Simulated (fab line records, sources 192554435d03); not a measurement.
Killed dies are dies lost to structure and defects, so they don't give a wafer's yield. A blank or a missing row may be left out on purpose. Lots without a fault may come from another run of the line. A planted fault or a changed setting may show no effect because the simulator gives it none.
fab line records | flow n5_finfet
record lots=9 wafers=26 last_day=19
route steps=1938 shown HKMG_FIN@458 GATE_CUT@466 BEOL_M4@1111 PASSIVATION@1936
lots that met no fault: from a run of the same line without faults
start_h: hours from the record's first day to the start of the lot's first wafer shown | wait_h: hours since the lot's step before | " the same as in the row above | L1.1+2: a row that stands for several wafers | - no value, or no start given | * or withheld: withheld | < > ~ a bound
route shown NAME@n: a module of which the file shows steps, and the number in the route of the first | usual: mean/standard deviation of fault-free wafers | same: alike in all rows | chamber/n: place in a boat | sites: the reading at each site | _std_site: their standard deviation | _edge_site: outer sites' mean less inner sites' | radius_mm: how far each site lies from the wafer's centre | mask NAME#n: copy n | behind: the tool/chamber that last shaped the wafer | hold: why the lot was held/for how many hours/how that ended | device: the transistor (n, p or np) that didn't switch | end of line: the same wafers' tests at the end of the route | a step without rows: its recipe alone | killed: dies lost to structure and defects at the first sort, not the wafer's yield | map: a wafer's dies, x killed, . not, _ none there
set.NAME: the setting as run; set.NAME@STEP: as run at that earlier step | model.NAME: the simulator's own value behind a step, which no gauge read
steps of the route over a sample of lots; a table a step, a row a wafer
services: from which hour (start_h, from the record's first day; less than 0 if before it) a tool's chamber was out of use, for how many hours, and why
## steps
# step N5_HKMG_FIN_W_FILL_22
# recipe material=W target_thk_a=600 temp_c=400 pressure_torr=39.4 time_s=18.2
# usual heater_power_outer_w=476/37 heater_power_w=748/66 throttle_valve_pct=19.1/0.63
# columns lot.wafer tool chamber start_h wait_h heater_power_outer_w heater_power_w throttle_valve_pct
L169.5 cvd_w-02 1 116.17 0.0 430 689 18.0
L169.6 " 0 " " 495 841 19.1
L172.1 cvd_w-02 0 133.07 0.0 501 795 19.1
L172.2 " 1 " " 428 679 18.0
L172.3 " 0 " " 494 799 19.3
L173.1 cvd_w-01 0 137.34 0.0 519 804 19.7
L173.5 " 1 " " 442 674 19.4
L173.6 " 0 " " 516 779 19.6
L174.1 cvd_w-02 1 146.09 0.0 427 679 18.2
L174.3 " 0 " " 478 820 19.4
L174.6 " 1 " " 418 704 18.0
L178.1 cvd_w-01 0 166.47 0.0 525 806 19.6
L178.3 " 0 " " 509 784 19.8
L178.6 " 0 " " 520 836 19.7
L181.2 cvd_w-01 1 185.57 0.0 449 668 19.4
L181.3 " 1 " " 452 680 19.5
L181.6 " 0 " " 526 804 19.7
L182.1 cvd_w-02 1 196.04 0.0 427 719 18.0
L182.3 " 1 " " 436 709 17.9
L182.5 " 1 " " 437 713 18.0
L184.1 cvd_w-01 1 203.16 0.0 454 668 19.4
L184.4 " 0 " " 523 776 19.8
L184.6 " 0 " " 517 816 19.8
L186.1 cvd_w-01 0 220.11 0.0 526 808 20.0
L186.3 " 1 " " 441 674 19.6
L186.6 " 0 " " 512 797 20.0
# step N5_HKMG_FIN_CMP_23
# recipe stop_on=SiNx t_overpolish_s=10 post_cmp_clean=rinse_only down_force_psi=4 platen_rpm=50.289 pad_velocity_m_s=1.0006 target_thk_nm=46.326
# usual motor_current_A=12.0/1 overpolish_run_s=10.001/0.0082 retaining_ring_pressure_frac=0.999/0.0047 time_to_endpoint_s=12.5/2.3
# columns lot.wafer tool chamber start_h wait_h motor_current_A overpolish_run_s retaining_ring_pressure_frac time_to_endpoint_s
L169.5 cmp-01 3 116.58 0.3 11.1 10.001 0.992 15.3
L169.6 " 0 " " 14.9 9.992 1.000 11.3
L172.1 cmp-02 0 133.26 0.1 10.2 10.020 1.002 13.0
L172.3 " 1 " " 11.2 10.007 1.000 12.3
L172.2 " 2 " " 12.0 10.011 1.001 15.3
L173.1 cmp-01 0 137.69 0.3 14.6 9.992 0.989 9.6
L173.6 " 1 " " 12.1 10.007 0.998 8.9
L173.5 " 2 " " 11.0 10.004 0.994 12.0
L174.1 cmp-04 3 146.20 0.0 12.7 9.997 1.010 12.8
L174.3 " 2 " " 12.3 10.002 1.000 13.8
L174.6 " 3 " " 12.9 9.994 1.004 11.8
L178.1 cmp-02 0 166.58 0.0 10.4 9.984 0.997 11.8
L178.3 " 2 " " 11.6 9.987 0.997 14.4
L178.6 " 0 " " 10.5 10.005 1.002 11.2
L181.2 cmp-02 1 185.68 0.0 11.2 10.016 1.001 9.2
L181.3 " 0 " " 11.0 9.992 1.001 12.2
L181.6 " 1 " " 11.8 10.003 1.001 14.7
L182.1 cmp-01 1 196.15 0.0 12.3 9.995 0.996 10.4
L182.3 " 0 " " 14.2 10.006 1.008 10.8
L182.5 " 2 " " 11.1 10.006 0.992 11.0
L184.1 cmp-02 2 203.54 0.3 11.8 9.997 1.002 15.5
L184.4 " 3 " " 12.2 9.997 1.003 14.5
L184.6 " 0 " " 10.5 10.002 0.996 14.7
L186.1 cmp-04 3 220.32 0.1 13.0 9.997 1.009 9.9
L186.3 " 0 " " 11.6 10.010 1.005 12.6
L186.6 " 2 " " 12.4 10.004 1.001 9.5
# step N5_GATE_CUT_ETCH_56
# recipe chemistry=Cl2/Ar target=TiN target_depth_a=216 pressure_mtorr=10 icp_w=600 bias_w=60 Cl2_flow_sccm=40 Ar_flow_sccm=60
# usual drypump_motor_current_A=5.8/0.38 oes_ar_750_au=0.70/0.07 oes_product_au=0.70/0.065 rf_fwd_power_W=595.2/2.3 throttle_valve_pct=20.95/0.14
# columns lot.wafer tool chamber start_h wait_h drypump_motor_current_A oes_ar_750_au oes_product_au rf_fwd_power_W rf_hours_counter_h throttle_valve_pct
L169.5 rie_metal-03 1 117.19 0.1 6.0 0.78 0.79 592.8 - 20.79
L169.6 " 0 " " 6.4 0.74 0.71 594.5 - 20.90
L172.1 rie_metal-03 0 134.04 0.1 6.4 0.73 0.70 591.4 63 20.91
L172.2 " 1 " " 6.0 0.98 0.88 741.3 38 20.67
L172.3 " 1 " " 6.0 0.99 0.88 738.6 - 20.71
L173.1 rie_metal-03 1 138.32 0.1 6.0 0.98 0.87 739.4 39 20.70
L173.5 " 1 " " 6.0 0.98 0.87 740.9 - 20.71
L173.6 " 0 " " 6.4 0.73 0.70 591.5 - 20.92
L174.1 rie_metal-03 0 147.27 0.1 6.4 0.73 0.71 595.6 64 20.92
L174.3 " 0 " " 6.4 0.73 0.70 595.5 - 20.92
L174.6 " 1 " " 6.0 0.98 0.87 740.7 - 20.68
L178.1 rie_metal-02 1 167.44 0.1 5.3 0.69 0.69 597.4 77 21.09
L178.3 " 0 " " 5.6 0.62 0.63 596.4 - 21.14
L178.6 " 1 " " 5.3 0.69 0.69 594.8 - 21.07
L181.2 rie_metal-02 0 186.55 0.1 5.7 0.62 0.64 593.2 105 21.11
L181.3 " 1 " " 5.3 0.69 0.69 593.3 - 21.10
L181.6 " 1 " " 5.3 0.69 0.69 594.7 - 21.07
L182.1 rie_metal-02 0 197.02 0.1 5.6 0.62 0.63 593.8 106 21.14
L182.3 " 0 " " 5.6 0.62 0.63 595.2 - 21.13
L182.5 " 1 " " 5.3 0.69 0.68 594.5 - 21.08
L184.1 rie_metal-03 1 204.24 0.1 6.0 0.76 0.76 600.1 43 20.84
L184.4 " 0 " " 6.4 0.72 0.69 596.6 - 20.93
L184.6 " 0 " " 6.4 0.72 0.69 595.1 - 20.96
L186.1 rie_metal-01 1 221.11 0.1 5.7 0.64 0.66 596.7 103 20.77
L186.3 " 1 " " 5.7 0.65 0.66 597.9 - 20.75
L186.6 " 0 " " 5.6 0.98 0.98 594.6 - 20.86
# step N5_GATE_CUT_ETCH_58
# recipe chemistry=CH3F/O2 target=SiNx target_depth_a=170 time_s=128.6 ion_energy_ev=50 pressure_mtorr=30 source_w=415 bias_w=21 Ar_flow_sccm=150 CH3F_flow_sccm=30 O2_flow_sccm=20
# usual drypump_motor_current_A=5.8/0.53 oes_product_au=0.76/0.062 rf_fwd_power_W=413.1/1.2 rf_vpp_V=99.3/0.96 showerhead_plenum_p_Torr=2.02/0.063 throttle_valve_pct=16.46/0.18
# columns lot.wafer tool chamber start_h wait_h drypump_motor_current_A oes_product_au rf_fwd_power_W rf_hours_counter_h rf_vpp_V showerhead_plenum_p_Torr throttle_valve_pct
L169.5 rie_diel-04 1 117.35 0.1 6.1 0.80 414.0 - 97.3 1.93 16.55
L169.6 " 3 " " 6.0 0.76 413.1 - 100.8 2.00 16.48
L172.1 rie_diel-03 1 134.21 0.0 6.1 0.74 412.2 183 98.7 2.08 16.48
L172.2 " 3 " " 6.4 0.88 411.8 52 100.6 1.95 16.17
L172.3 " 0 " " 5.0 0.73 415.5 145 99.9 2.02 16.65
L173.1 rie_diel-03 3 138.49 0.0 6.4 0.88 410.5 53 99.3 1.95 16.16
L173.5 " 2 " " 4.7 0.77 411.4 - 98.5 2.09 16.69
L173.6 " 3 " " 6.4 0.89 411.9 - 97.6 1.95 16.16
L174.1 rie_diel-04 0 147.44 0.0 5.9 0.70 413.5 206 100.2 2.08 16.31
L174.3 " 3 " " 5.9 0.75 411.9 159 99.6 2.00 16.50
L174.6 " 1 " " 6.1 0.80 414.7 - 98.7 1.93 16.55
L178.1 rie_diel-01 2 167.61 0.0 5.7 0.76 413.3 160 100.2 2.09 16.53
L178.3 " 3 " " 6.2 0.77 413.9 169 100.2 2.08 16.10
L178.6 " 1 " " 6.2 0.72 413.6 - 98.0 1.91 16.51
L181.2 rie_diel-03 3 186.72 0.0 6.4 0.88 413.3 65 101.2 1.95 16.20
L181.3 " 2 " " 4.7 0.75 414.4 149 99.5 2.09 16.71
L181.6 " 1 " " 6.1 0.73 411.3 - 100.2 2.07 16.53
L182.1 rie_diel-04 3 197.23 0.1 5.9 0.74 412.8 173 99.0 2.00 16.52
L182.3 " 0 " " 5.9 0.69 411.5 220 98.9 2.08 16.33
L182.5 " 1 " " 6.1 0.78 413.6 - 98.9 1.92 16.60
L184.1 rie_diel-04 1 204.46 0.1 6.1 0.78 414.9 126 97.3 1.92 16.62
L184.4 " 0 " " 5.9 0.69 412.3 - 98.2 2.08 16.31
L184.6 " 3 " " 5.9 0.74 412.6 - 99.0 1.99 16.53
L186.1 rie_diel-03 0 221.28 0.0 5.0 0.72 413.6 166 99.8 2.01 16.70
L186.3 " 1 " " 6.1 0.73 414.5 205 100.0 2.07 16.53
L186.6 " 1 " " 6.1 0.72 413.1 - 99.5 2.07 16.53
# step N5_BEOL_M4_RC_MEAS_101
# usual DIBL_N=36.0/1.6 DIBL_P=35.8/2 IOFF_N=0.152/0.03 IOFF_P=0.20/0.031 ION_N=670/12 ION_P=459/7.4 SS_N=71.5/0.56 SS_P=73.2/0.64 VT_N=251/3.5 VT_P=-252/3.3
# columns lot.wafer tool chamber start_h wait_h DIBL_N[mV/V] DIBL_P[mV/V] IOFF_N[nA/um] IOFF_P[nA/um] ION_N[uA/um] ION_P[uA/um] SS_N[mV/dec] SS_P[mV/dec] VT_N[mV] VT_P[mV]
L169.5 prober-02 0 239.46 0.6 36.8 37.0 0.170 0.20 665 449 71.2 73.4 247 -253
L169.6 " 0 " " 34.7 35.1 0.134 0.18 667 457 71.4 73.4 253 -252
L172.1 prober-01 0 247.01 0.0 33.3 33.0 0.110 0.16 659 457 71.8 72.7 253 -254
L172.2 " 0 " " 34.2 35.2 0.129 0.19 661 457 71.1 73.3 252 -252
L172.3 " 0 " " 36.2 38.0 0.170 0.23 678 463 71.6 73.7 249 -247
L173.1 prober-02 0 252.74 0.0 35.8 35.9 0.134 0.17 677 452 71.8 72.7 252 -258
L173.5 " 0 " " 35.1 35.9 0.132 0.18 669 467 71.2 72.4 252 -256
L173.6 " 0 " " 36.3 36.2 0.141 0.17 662 451 71.6 73.2 253 -258
L174.1 prober-01 0 275.60 0.0 36.2 35.1 0.121 0.17 644 446 71.9 72.7 260 -257
L174.3 " 0 " " 38.6 38.0 0.185 0.22 681 456 72.4 73.0 249 -249
L174.6 " 0 " " 37.3 37.2 0.154 0.21 669 456 72.3 73.1 253 -252
L178.1 prober-02 0 284.35 0.0 34.7 33.2 0.122 0.15 658 452 71.2 73.1 254 -257
L178.3 " 0 " " 39.0 38.9 0.210 0.24 690 472 72.5 73.9 246 -248
L178.6 " 0 " " 36.8 35.7 0.154 0.19 667 452 71.9 73.5 252 -252
L181.2 prober-02 0 294.19 0.2 35.6 35.8 0.151 0.20 687 469 71.3 73.7 250 -250
L181.3 " 0 " " 35.3 35.7 0.146 0.20 674 461 70.9 73.4 248 -251
L181.6 " 0 " " 36.1 35.7 0.150 0.20 673 459 71.2 72.6 249 -249
L184.1 prober-02 0 315.94 0.0 35.4 35.1 0.126 0.16 651 441 71.2 72.9 253 -254
L184.4 " 0 " " 35.7 37.0 0.139 0.18 671 461 71.3 73.1 253 -252
L184.6 " 0 " " 38.8 40.0 0.190 0.23 671 449 72.2 74.8 247 -251
L182.1 prober-02 0 317.40 0.0 35.8 34.9 0.155 0.19 680 462 71.8 72.8 249 -252
L182.3 " 0 " " 33.6 31.3 0.109 0.14 653 449 71.5 73.0 257 -256
L182.5 " 0 " " 34.9 33.4 0.135 0.17 674 463 71.9 72.8 250 -253
L186.1 prober-02 0 347.34 0.0 34.3 34.4 0.129 0.17 655 454 70.4 72.7 250 -253
L186.3 " 0 " " 31.8 30.1 0.087 0.11 632 435 71.7 71.6 259 -261
L186.6 " 0 " " 33.2 32.1 0.113 0.14 658 449 71.2 72.2 255 -258
# step N5_PASSIVATION_PROBE_49
# usual defect_limited_yield=91.6/1.4 killed_at_M0_to_M3=33/10 killed_at_M4_up=13/5.3 killed_at_contacts=13/5.9 killed_at_front_end=36/12 killed_at_other=4/3.1 killed_dies=99/16 killed_on_rim=13/4.2 killed_open=65/13 killed_short=32/7.3 sort_bin_5_function=4.9/0.9 sort_bin_6_memory=3.1/0.66 sort_bin_8_speed=0.0/0.42 sort_n_pass=1081/17 sort_yield_pct=91.6/1.4
# same gross_dies=1180 killed_at_back_side=0 sort_bin_4_leakage[%]=0
# columns lot.wafer tool chamber start_h wait_h defect_limited_yield[%] killed_at_M0_to_M3 killed_at_M4_up killed_at_contacts killed_at_front_end killed_at_other killed_dies killed_on_rim killed_open killed_short sort_bin_5_function[%] sort_bin_6_memory[%] sort_bin_8_speed[%] sort_n_pass sort_yield_pct[%]
L174.3 prober-02 - 379.49 0.1 89.3 30 6 8 80 2 126 15 76 34 5.3 3.6 0 1054 89.3
L178.1 prober-02 - 391.37 0.0 92.3 33 10 12 33 3 91 13 58 30 4.2 3.1 0 1089 92.3
L178.3 prober-02 - 391.47 0.1 93.6 28 9 8 21 9 75 7 37 37 4.3 1.8 0 1105 93.6
L178.6 prober-02 - 391.62 0.3 92.8 28 9 14 32 2 85 14 59 26 3.5 3.4 0 1095 92.8
# killed by level:class
L174.3 FIN_SAQP:geometric_particle:open=22 STI_FIN_REVEAL:geometric_particle:open=17 HKMG_FIN:area_etch=15 FIN_SAQP:geometric_particle:short=14 BEOL_M3:geometric_particle:open=7 BEOL_M0_SAQP:geometric_particle:open=5 BEOL_M1:geometric_particle:open=4 STARTING-WAFER:geometric_particle:open=4
L178.1 MOL_CONTACT_COAG:geometric_particle:open=12 BEOL_M0_SAQP:geometric_particle:open=11 FIN_SAQP:geometric_particle:short=6 BEOL_M2:geometric_particle:open=6 BEOL_M0_SAQP:geometric_particle:short=5 BEOL_M3:geometric_particle:open=5 GATE_CUT:geometric_particle:short=4 STI_FIN_REVEAL:geometric_particle:open=3
L178.3 BEOL_M0_SAQP:geometric_particle:open=7 BEOL_M0_SAQP:geometric_particle:short=6 BEOL_M3:geometric_particle:open=5 FIN_SAQP:geometric_particle:open=4 MOL_CONTACT_COAG:geometric_particle:short=4 MOL_CONTACT_COAG:geometric_particle:open=4 BEOL_M5:geometric_particle:open=3 GATE_CUT:geometric_particle:short=3
L178.6 MOL_CONTACT_COAG:geometric_particle:open=11 FIN_SAQP:geometric_particle:open=9 BEOL_M0_SAQP:geometric_particle:open=9 BEOL_M3:geometric_particle:open=8 STI_FIN_REVEAL:geometric_particle:open=7 BEOL_M0_SAQP:geometric_particle:short=6 BEOL_M5:geometric_particle:open=4 STI_FIN_REVEAL:geometric_particle:short=3
## services
# columns tool chamber start_h hours kind
cmp-02 - 94.97 13.4 pm
cvd_w-01 - 102.94 1.6 repair
cmp-02 - 115.04 3.9 repair
rie_diel-04 2 115.56 19.2 repair
cmp-04 - 126.33 2.0 repair
cmp-04 - 131.62 7.0 repair
cmp-01 - 131.64 5.3 pm
rie_diel-01 3 139.01 5.3 repair
cmp-04 - 141.32 3.6 pm
rie_metal-02 0 143.90 12.5 repair
cmp-04 - 148.68 4.0 pm
cvd_w-01 1 152.40 3.9 repair
rie_diel-04 2 153.49 7.9 repair
rie_diel-03 2 154.27 4.0 repair
cmp-04 - 155.04 0.3 repair
rie_metal-03 1 164.51 4.8 repair
cmp-04 - 168.52 5.7 pm
rie_diel-04 2 172.44 - clean
cmp-04 - 174.28 2.0 repair
rie_diel-01 3 175.59 15.8 repair
rie_metal-01 - 176.41 1.3 repair
rie_diel-03 - 179.33 2.8 pm
rie_diel-04 2 200.78 4.9 repair
rie_diel-04 0 210.17 13.3 repair
## key
first_sign step=N5_GATE_CUT_ETCH_56 reading=rf_fwd_power_W direction=up sigmas=62 usual=* struck=*
effect step=N5_GATE_CUT_ETCH_56 reading=oes_ar_750_au direction=up sigmas=4 usual=0.70 struck=0.98
met_at N5_GATE_CUT_ETCH_56
struck_lots L172,L173,L174
struck_wafers L172.2,L172.3,L173.1,L173.5,L174.6
baseline_loss step=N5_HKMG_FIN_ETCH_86 wafers=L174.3
not_acting_at N5_HKMG_FIN_W_FILL_22,N5_HKMG_FIN_CMP_23,N5_GATE_CUT_ETCH_58
onset_between 117.19 134.04
fault kind=process_parameter_drift tool=rie_metal-03 chamber=1 onset_h=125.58 steps=N5_GATE_CUT_ETCH_56 channel=icp_w offset=144 shape=step end_h=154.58 acts_in=these_recipes_only stated=600
# baseline_loss: these wafers lose ten dies or more at that step, a loss of the line's own and not of a fault; the sort's usual values leave them out
